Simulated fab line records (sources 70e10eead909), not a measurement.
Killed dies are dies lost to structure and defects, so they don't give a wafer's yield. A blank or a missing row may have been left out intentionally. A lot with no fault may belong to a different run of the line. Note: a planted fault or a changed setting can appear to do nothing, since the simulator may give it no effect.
fab line records ; flow nandHarc
[record] lots = 5; wafers = 15; lastDay = 33
route steps=1302 shown A_ONON_D1@424 END@1302
lots that met no fault: from a run of the same line without faults
startH: start of the lot's first displayed wafer, in hours after the record's first day ; waitH: hours elapsed since this lot's preceding step ; " as in the row above ; L1.1+2: several wafers, shown together as one row ; - value missing, or start not given ; * or withheld: withheld ; < > ~ a bound
route shown NAME@n: names a module that has steps shown in the file, with the first one's number in the route ; usual: the fault-free wafers' mean and standard deviation ; same: alike in all rows ; chamber/n: place in a boat ; sites: the reading at each site ; _std_site: their standard deviation ; _edge_site: inner sites' mean taken away from outer sites' mean ; radiusMm: for every site, how far away it sits from the centre of the wafer ; mask NAME#n: copy n ; behind: the most recent tool/chamber to have shaped the wafer ; hold: what put the lot on hold/how long, in hours/how the hold closed ; device: names the non-switching transistor (n, p or np) ; end of line: the route-end tests of the same wafers ; step lacking rows: just its recipe ; killed: dies lost to structure and defects at the first sort, not the wafer's yield ; map: a wafer's dies, x killed, . not, _ none there
set.NAME: setting as actually run; set.NAME@STEP: the setting as run at that earlier step ; model.NAME: the simulator's own value behind a step, which no gauge read
a table for each step, a row for each wafer; lots at some steps of the route
services: when a tool's chamber went out of use (startH, in hours from the record's first day, below 0 if earlier), for how many hours, and the reason
[[steps]]
[step NHARC_A_ONON_D1_DEP_00]
[recipe] targetThkA = 10000; n2FlowSccm = 2750; n2oFlowSccm = 2000; nh3FlowSccm = 500; sih4FlowSccm = 210; tempC = 400
[step NHARC_A_ONON_D1_THK_MEAS_02]
[recipe] thkMeasGauge = ellipsometry
[usual] thkNm = 1003/10
lot.wafer;tool;chamber;startH;waitH;thkNm
L365.2;filmMetro-01;-;179.40;-;1000
L365.4;filmMetro-01;-;179.40;-;1000
L365.5;filmMetro-01;-;179.40;-;1002
L366.3;filmMetro-02;-;194.10;-;1002
L366.4;filmMetro-02;-;194.10;-;1005
L366.6;filmMetro-02;-;194.10;-;1002
L377.1;filmMetro-01;-;307.94;-;989
L377.2;filmMetro-01;-;307.94;-;990
L377.4;filmMetro-01;-;307.94;-;990
L385.1;filmMetro-01;-;385.26;-;989
L385.2;filmMetro-01;-;385.26;-;988
L385.3;filmMetro-01;-;385.26;-;989
L386.2;filmMetro-02;-;393.92;-;1023
L386.5;filmMetro-02;-;393.92;-;1022
L386.6;filmMetro-02;-;393.92;-;1023
[step NHARC_A_ONON_D1_DEP_03]
[recipe] targetThkA = 10000; n2FlowSccm = 2750; n2oFlowSccm = 2000; nh3FlowSccm = 500; sih4FlowSccm = 210; tempC = 400
[step NHARC_A_ONON_D1_THK_MEAS_05]
[recipe] thkMeasGauge = ellipsometry
[usual] thkNm = 1002/9.2
lot.wafer;tool;chamber;startH;waitH;thkNm
L365.2;filmMetro-02;-;179.96;-;1012
L365.4;filmMetro-02;-;179.96;-;1011
L365.5;filmMetro-02;-;179.96;-;1012
L366.3;filmMetro-02;-;194.67;-;1009
L366.4;filmMetro-02;-;194.67;-;1008
L366.6;filmMetro-02;-;194.67;-;1009
L377.1;filmMetro-02;-;308.51;-;1009
L377.2;filmMetro-02;-;308.51;-;1007
L377.4;filmMetro-02;-;308.51;-;1008
L385.1;filmMetro-01;-;385.84;-;999
L385.2;filmMetro-01;-;385.84;-;998
L385.3;filmMetro-01;-;385.84;-;998
L386.2;filmMetro-02;-;394.49;-;992
L386.5;filmMetro-02;-;394.49;-;992
L386.6;filmMetro-02;-;394.49;-;992
[step NHARC_A_ONON_D1_DEP_06]
[recipe] targetThkA = 10000; n2FlowSccm = 2750; n2oFlowSccm = 2000; nh3FlowSccm = 500; sih4FlowSccm = 210; tempC = 400
[step NHARC_A_ONON_D1_THK_MEAS_08]
[recipe] thkMeasGauge = ellipsometry
[usual] thkNm = 999/11
lot.wafer;tool;chamber;startH;waitH;thkNm
L365.2;filmMetro-02;-;180.53;-;1007
L365.4;filmMetro-02;-;180.53;-;1010
L365.5;filmMetro-02;-;180.53;-;1008
L366.3;filmMetro-02;-;195.24;-;1002
L366.4;filmMetro-02;-;195.24;-;1001
L366.6;filmMetro-02;-;195.24;-;999
L377.1;filmMetro-02;-;309.07;-;1007
L377.2;filmMetro-02;-;309.07;-;1006
L377.4;filmMetro-02;-;309.07;-;1010
L385.1;filmMetro-01;-;386.41;-;982
L385.2;filmMetro-01;-;386.41;-;981
L385.3;filmMetro-01;-;386.41;-;982
L386.2;filmMetro-02;-;395.05;-;998
L386.5;filmMetro-02;-;395.05;-;998
L386.6;filmMetro-02;-;395.05;-;1000
[step NHARC_A_ONON_D1_DEP_09]
[recipe] targetThkA = 10000; n2FlowSccm = 2750; n2oFlowSccm = 2000; nh3FlowSccm = 500; sih4FlowSccm = 210; tempC = 400
[step NHARC_A_ONON_D1_THK_MEAS_11]
[recipe] thkMeasGauge = ellipsometry
[usual] thkNm = 1002/10
lot.wafer;tool;chamber;startH;waitH;thkNm
L365.2;filmMetro-02;-;181.10;-;1020
L365.4;filmMetro-02;-;181.10;-;1018
L365.5;filmMetro-02;-;181.10;-;1019
L366.3;filmMetro-02;-;195.81;-;997
L366.4;filmMetro-02;-;195.81;-;999
L366.6;filmMetro-02;-;195.81;-;997
L377.1;filmMetro-01;-;309.63;-;994
L377.2;filmMetro-01;-;309.63;-;993
L377.4;filmMetro-01;-;309.63;-;994
L385.1;filmMetro-01;-;386.99;-;1001
L385.2;filmMetro-01;-;386.99;-;1000
L385.3;filmMetro-01;-;386.99;-;1001
L386.2;filmMetro-02;-;395.62;-;1000
L386.5;filmMetro-02;-;395.62;-;1001
L386.6;filmMetro-02;-;395.62;-;1001
[step NHARC_A_ONON_D1_DEP_12]
[recipe] targetThkA = 10000; n2FlowSccm = 2750; n2oFlowSccm = 2000; nh3FlowSccm = 500; sih4FlowSccm = 210; tempC = 400
[step NHARC_A_ONON_D1_THK_MEAS_14]
[recipe] thkMeasGauge = ellipsometry
[usual] thkNm = 1000/8.1
lot.wafer;tool;chamber;startH;waitH;thkNm
L365.2;filmMetro-02;-;181.66;-;991
L365.4;filmMetro-02;-;181.66;-;994
L365.5;filmMetro-02;-;181.66;-;993
L366.3;filmMetro-02;-;196.37;-;990
L366.4;filmMetro-02;-;196.37;-;988
L366.6;filmMetro-02;-;196.37;-;991
L377.1;filmMetro-02;-;310.20;-;996
L377.2;filmMetro-02;-;310.20;-;998
L377.4;filmMetro-02;-;310.20;-;996
L385.1;filmMetro-01;-;387.55;-;1004
L385.2;filmMetro-01;-;387.55;-;1003
L385.3;filmMetro-01;-;387.55;-;1004
L386.2;filmMetro-01;-;396.18;-;1018
L386.5;filmMetro-01;-;396.18;-;1019
L386.6;filmMetro-01;-;396.18;-;1017
[step NHARC_A_ONON_D1_ANNEAL_15]
[recipe] tempC = 750; timeS = 3600
[step NHARC_A_ONON_D1_DEP_16]
[recipe] targetThkA = 10000; n2FlowSccm = 2750; n2oFlowSccm = 2000; nh3FlowSccm = 500; sih4FlowSccm = 210; tempC = 400
lot.wafer;tool;chamber;startH;waitH
L365.2+4+5;pecvdOnon-01;0;188.84;0.1
L366.3+4+6;pecvdOnon-03;0;205.13;0.2
L377.1+2+4;pecvdOnon-01;0;317.48;0.1
L385.1+2+3;pecvdOnon-01;0;394.80;0.1
L386.2+5+6;pecvdOnon-03;0;403.52;0.1
[step NHARC_A_ONON_D1_THK_MEAS_18]
[recipe] thkMeasGauge = ellipsometry
[usual] thkNm = 999/11
lot.wafer;tool;chamber;startH;waitH;thkNm
L365.2;filmMetro-02;-;189.29;-;984
L365.4;filmMetro-02;-;189.29;-;986
L365.5;filmMetro-02;-;189.29;-;985
L366.3;filmMetro-02;-;205.52;-;1000
L366.4;filmMetro-02;-;205.52;-;999
L366.6;filmMetro-02;-;205.52;-;999
L377.1;filmMetro-01;-;317.99;-;990
L377.2;filmMetro-01;-;317.99;-;662
L377.4;filmMetro-01;-;317.99;-;990
L385.1;filmMetro-02;-;395.31;-;999
L385.2;filmMetro-02;-;395.31;-;999
L385.3;filmMetro-02;-;395.31;-;998
L386.2;filmMetro-01;-;403.97;-;996
L386.5;filmMetro-01;-;403.97;-;997
L386.6;filmMetro-01;-;403.97;-;998
[step NHARC_A_ONON_D1_DEP_19]
[recipe] targetThkA = 10000; n2FlowSccm = 2750; n2oFlowSccm = 2000; nh3FlowSccm = 500; sih4FlowSccm = 210; tempC = 400
[step NHARC_END_SORT_01]
[recipe] tempC = 25
[usual] killedAtArray = 55/17; killedAtOther = 0.9/1.2; killedAtPeriphery = 3.7/2.5; killedDies = 59/18; killedOpen = 3.4/1.9; killedShort = 2.6/1.6
[same] grossDies = 677
lot.wafer;tool;chamber;startH;waitH;killedAtArray;killedAtOther;killedAtPeriphery;killedDies;killedOpen;killedShort
L377.1;prober-01;0;704.93;2.5;49;0;5;54;2;2
L377.2;prober-01;0;705.72;2.8;672;0;5;677;3;2
L377.4;prober-01;0;707.31;3.4;62;0;3;65;7;6
// killed by level:class
L377.1 A_CHANNEL_HOLE_D1:chamberFilmFlake=29 A_STAIRCASE:chamberFilmFlake=8 A_CONTACT:chamberFilmFlake=6 P_CONTACT:chamberFilmFlake=2 P_M0:geometricParticle:open=1 A_ONON_D1:geometricParticle:short=1 A_ONON_D2:geometricParticle:open=1 A_CHANNEL_FILL_D2:geometricParticle:short=1
L377.2 A_ONON_D1:areaDep=629 A_CHANNEL_HOLE_D1:chamberFilmFlake=27 A_CONTACT:chamberFilmFlake=5 A_STAIRCASE:chamberFilmFlake=4 P_CONTACT:chamberFilmFlake=3 A_SLIT:chamberFilmFlake=2 P_CONTACT:geometricParticle:open=1 P_M0:geometricParticle:open=1
L377.4 A_CHANNEL_HOLE_D1:chamberFilmFlake=39 A_CONTACT:chamberFilmFlake=5 A_SLIT:chamberFilmFlake=3 A_CHANNEL_HOLE_D1:geometricParticle:open=2 A_WL_FILL:geometricParticle:short=2 P_M0:geometricParticle:short=1 P_M0:geometricParticle:open=1 A_DECK1_JOINT:geometricParticle:short=1
// map L377.2 (x killed, . not)
____________x____________
_________xxxxxxx_________
_______xxxxxxxxxxx_______
______xxxxxxxxxxxxx______
_____xxxxxxxxxxxxxxx_____
____xxxxxxxxxxxxxxxxx____
____xxxxxxxxxxxxxxxxx____
___xxxxxxxxxxxxxxxxxxx___
___xxxxxxxxxxxxxxxxxxx___
__xxxxxxxxxxxxxxxxxxxxx__
__xxxxxxxxxxxxxxxxxxxxx__
_xxxxxxxxxxxxxxxxxxxxxxx_
_xxxxxxxxxxxxxxxxxxxxxxx_
_xxxxxxxxxxxxxxxxxxxxxxx_
_xxxxxxxxxxxxxxxxxxxxxxx_
_xxxxxxxxxxxxxxxxxxxxxxx_
xxxxxxxxxxxxxxxxxxxxxxxxx
xxxxxxxxxxxxxxxxxxxxxxxxx
xxxxxxxxxxxxxxxxxxxxxxxxx
xxxxxxxxxxxxxxxxxxxxxxxxx
xxxxxxxxxxxxxxxxxxxxxxxxx
_xxxxxxxxxxxxxxxxxxxxxxx_
_xxxxxxxxxxxxxxxxxxxxxxx_
_xxxxxxxxxxxxxxxxxxxxxxx_
_xxxxxxxxxxxxxxxxxxxxxxx_
_xxxxxxxxxxxxxxxxxxxxxxx_
__xxxxxxxxxxxxxxxxxxxxx__
__xxxxxxxxxxxxxxxxxxxxx__
___xxxxxxxxxxxxxxxxxxx___
___xxxxxxxxxxxxxxxxxxx___
____xxxxxxxxxxxxxxxxx____
____xxxxxxxxxxxxxxxxx____
_____xxxxxxxxxxxxxxx_____
______xxxxxxxxxxxxx______
_______xxxxxxxxxxx_______
_________xxxxxxx_________
____________x____________
// map L365.5 (x killed, . not)
____________.____________
_________......._________
_______x.........._______
______..x..........______
_____..............._____
____.....x...........____
____.......x.........____
___..x................___
___..............x....___
__..x..................__
__..xxx................__
_...xx..x..............._
_.x.xx.x................_
_.xx.xxxx..............._
_.xxxx.xx..............._
_...xx.................._
...x.x........x..........
.........................
.......x.....x.x.........
........................x
.........................
_......................._
_......................._
_......x................_
_......................._
_......................._
__.........x...........__
__..........x..........__
___.................x.___
___.......x...........___
____.......x.........____
____.................____
_____........x.x...._____
______......xx.....______
_______..........._______
_________......x_________
____________.____________
[[services]]
tool;chamber;startH;hours;kind
pecvdOnon-03;-;227.04;13.0;pm
pecvdOnon-01;-;269.00;13.0;pm
[[key]]
[firstSign] step = NHARC_A_ONON_D1_THK_MEAS_18; reading = thkNm; direction = down; sigmas = 31; usual = 999; struck = 662
[effect] step = NHARC_END_SORT_01; reading = killedAtArray; direction = up; sigmas = 36; usual = 55; struck = 672
[moreKillsBornAt] NHARC_A_ONON_D1_DEP_16@pecvdOnon-01 = 629
metAt NHARC_A_ONON_D1_DEP_16
struckWafers L377.2
laterRowsLeftOut L377.2
testerLeftOut L377
onsetBetween 188.84 317.48
[fault] kind = processParameterDrift; tool = pecvdOnon-01; chamber = -; onsetH = 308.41; steps = NHARC_A_ONON_D1_DEP_16; channel = targetThkA; offset = *; shape = step; endH = 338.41; scope = struckWafersOnly; actsIn = *; stated = *
// testerLeftOut: of these lots the tester's yield and bins aren't shown, on N5 and GAA mostly nor the transistor test; their killed dies are dies lost to structure and defects alone, not to doping, threshold or leakage, so they don't give the yield
// laterRowsLeftOut: the simulator's readings of these wafers behind a module that went badly wrong aren't trusted and aren't shown, but for the sort
